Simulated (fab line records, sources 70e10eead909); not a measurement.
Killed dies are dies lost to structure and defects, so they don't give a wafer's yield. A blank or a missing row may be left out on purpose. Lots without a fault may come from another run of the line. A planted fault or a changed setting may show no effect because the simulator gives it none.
Problem report in the 8D (eight disciplines) form, filled by code | flow nand_harc | the parts of the form that need people (team, actions taken, sign-off) are left out

1. THE PROBLEM
thk_nm at NHARC_A_ONON_D2_THK_MEAS_08 reads a mean of 339 nm on 4 wafers of 3 lots; wafers without a fault read 999 nm with a standard deviation of 9.8. That is -67 standard deviations from the usual mean.
The step: measures by ellipsometry.
First seen on wafer L220.2, day 19 21:23, on film_metro-01. The record holds 44 wafers of 15 lots with a number at this step. Rule for "out", or "out of limits": more than 4 standard deviations from the usual mean. The other wafers with a number count as sound.

2. WHAT IT IS AND WHAT IT IS NOT
question                    | is                             | is not
which readings at this step | thk_nm                         | -
which lots                  | L220, L221, L222               | L202, L204, L205, L206, L207, L208, L210, L211, L213, L214, L223, L224
which wafers of those lots  | L220.2, L220.5, L221.5, L222.5 | L220.3, L221.1, L222.1, L222.3
read on which gauges        | film_metro-01, film_metro-02   | -
when                        | from day 19 21:23              | up to then (31 sound wafers); but 9 sound wafers of L221, L222, L223, L224 came after

3. SUSPECTS, AND WHAT RULES EACH OUT
Counting: a tool at a process step up to the reading stays a suspect if it ran every lot that is out. Sound lots after the first of them don't rule it out here, since some wafers of a struck lot are sound.
- the gauge at NHARC_A_ONON_D2_THK_MEAS_08: ruled out. The wafers that are out were read on 2 gauges (film_metro-01, film_metro-02).
- pecvd_onon-04 at NHARC_A_ONON_D2_DEP_06 (target thk 1000 nm): kept. It ran every lot that is out, first L220 (day 19 20:56); its last sound lot up to then is L214 (day 17 07:40).
Left after counting: pecvd_onon-04 at NHARC_A_ONON_D2_DEP_06.

4. THE CAUSE (what the simulator had put in)
Process parameter drift: pecvd_onon-04, from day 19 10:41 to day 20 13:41, at NHARC_A_ONON_D2_DEP_06. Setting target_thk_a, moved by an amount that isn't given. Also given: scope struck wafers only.
Counting left only this tool.

5. THE CHAIN OF EFFECTS, in route order
Each row: a reading whose mean over the struck wafers that have a number lies more than 3 standard deviations from the usual. Only readings for which the record gives a usual standard deviation are gone through. hours: the time from each lot's start at the first step in this table that gives one to its start at this step, as a median over the lots. sigmas: the change in usual standard deviations.
hours | step                        | reading         | usual  | on struck wafers | change | sigmas
0     | NHARC_A_ONON_D2_THK_MEAS_08 | thk_nm          | 999 nm | 339              | -660   | -67
280   | NHARC_END_SORT_01           | killed_at_array | 52     | 672              | +620   | +34
280   | NHARC_END_SORT_01           | killed_dies     | 56     | 677              | +621   | +37

6. WHAT WOULD HAVE CAUGHT IT SOONER
In this record the first reading out of limits at a measuring or inspecting step was taken at day 19 21:23, 11 hours after the fault began at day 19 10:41.
Of the tool readings at NHARC_A_ONON_D2_DEP_06 for which the record gives a usual standard deviation, none was out on any struck wafer, so an alarm limit of 4 standard deviations on them would not have fired.
Of the lots that are out (3), L221, L222 began NHARC_A_ONON_D2_DEP_06 on pecvd_onon-04 after day 19 21:23. A hold on the tool at that time would have spared those 2.
